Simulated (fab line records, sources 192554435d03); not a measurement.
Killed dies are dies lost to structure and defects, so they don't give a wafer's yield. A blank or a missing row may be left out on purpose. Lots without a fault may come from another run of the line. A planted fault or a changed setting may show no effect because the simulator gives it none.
Chamber matching | flow n5_finfet | N5_BEOL_M0_SAQP_ILD_DEP_01 on pecvd-02: 3 sister chambers
The step deposits SiOC from DEMS/O2, target thk 45.419 nm, time 8.7 s. 6 wafers are shown with their chamber, then 10 later ones without.

WAFERS WITH THEIR CHAMBER
wafer  | chamber | heater_power_w (W) | rf_fwd_power_W (W)
L083.4 | 2       | 634                | 490
L085.2 | 0       | 548                | 489
L085.4 | 0       | 554                | 488
L085.5 | 1       | 401                | 491
L087.2 | 2       | 536                | 492
L087.3 | 1       | 424                | 491

WAFERS WITHOUT THEIR CHAMBER
wafer  | heater_power_w (W) | rf_fwd_power_W (W)
L087.5 | 426                | 493
L088.1 | 410                | 490
L088.4 | 460                | 489
L088.5 | 671                | 491
L094.1 | 508                | 486
L094.4 | 582                | 491
L094.5 | 409                | 492
L095.2 | 450                | 493
L095.4 | 439                | 492
L095.6 | 488                | 487

WHICH CHAMBER EACH WENT THROUGH
wafer  | from the rows above          | in truth
L087.5 | 1                            | 1
L088.1 | 1                            | 1
L088.4 | can't be placed: 0 or 1 or 2 | 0
L088.5 | can't be placed: 2 or 0      | 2
L094.1 | 0                            | 0
L094.4 | 2                            | 2
L094.5 | 1                            | 1
L095.2 | can't be placed: 1 or 2      | 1
L095.4 | 1                            | 1
L095.6 | 0                            | 0
Placed correctly: 7 of 10. Can't be placed from these rows: 3 (the true chamber is among the candidates in 3). Placed wrongly: 0.
How it was worked out, from the rows above alone: a wafer's distance from a chamber is the root of the sum, over the readings, of the square of ((its reading less the chamber's mean) divided by the reading's scatter). The wafer belongs to the nearest chamber; if the next one is less than 2 further off, it can't be placed. A chamber's mean is the mean of its shown wafers. The scatter: the root of (the sum of the squares of (reading less its chamber's mean) over the shown wafers, divided by (wafers less chambers)).
